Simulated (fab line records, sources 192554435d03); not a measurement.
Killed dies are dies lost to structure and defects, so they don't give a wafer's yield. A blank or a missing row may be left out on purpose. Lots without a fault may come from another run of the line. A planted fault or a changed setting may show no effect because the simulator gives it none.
Which tool did it? | flow n5_finfet | 12 lots, 36 wafers sampled, at 1 step of a route of 1938

WHAT THE GAUGES READ, wafer by wafer
N5_DUMMY_GATE_CD_MEAS_15: target cd 25.8 nm.
lot  | measured    | on        | cd_nm (nm)
L075 | day 3 06:08 | cd_sem-02 | 25.02 25.08 24.57
L077 | day 3 16:45 | cd_sem-02 | 25.08 25.25 24.94
L079 | day 4 05:19 | cd_sem-02 | 25.39 24.74 24.86
L081 | day 4 16:05 | cd_sem-02 | 25.13 25.12 24.81
L083 | day 5 12:58 | cd_sem-03 | 25.02 25.03 24.88
L087 | day 6 10:02 | cd_sem-02 | 25.15 25.13 25.17
L086 | day 6 16:46 | cd_sem-01 | 24.88 24.75 25.17
L089 | day 7 02:51 | cd_sem-03 | 24.87 24.89 24.94
L090 | day 7 06:57 | cd_sem-01 | 25.04 24.79 25.07
L093 | day 7 16:20 | cd_sem-01 | 25.19 25.00 24.98
L095 | day 8 03:43 | cd_sem-01 | 24.83 24.64 24.90
L097 | day 8 17:55 | cd_sem-01 | 24.79 24.34 24.59

WHICH TOOL RAN EACH LOT (tool, then ch and the chambers of the sampled wafers, then the start)
The record holds no process step before these readings.

THE ANSWER, worked out from the rows above alone
Rule: what is usual is taken from the lots themselves. Put in order of their means at a reading, lots are off if they are a third of the lots or fewer, leave a main group of 4 or more, and stand apart from it by a gap of 3 or more times the standard deviation of the main group's means; of several such gaps the widest counts. A main group whose means are all the same, to the digits that the tables above print for the reading, isn't used. A lot without any number at a reading at which 4 lots or more have one is off too. The other lots that the step has rows for count as sound.
No lot is off at any reading shown: from this, nothing can be told.

WHAT THE SIMULATOR HAD PUT IN
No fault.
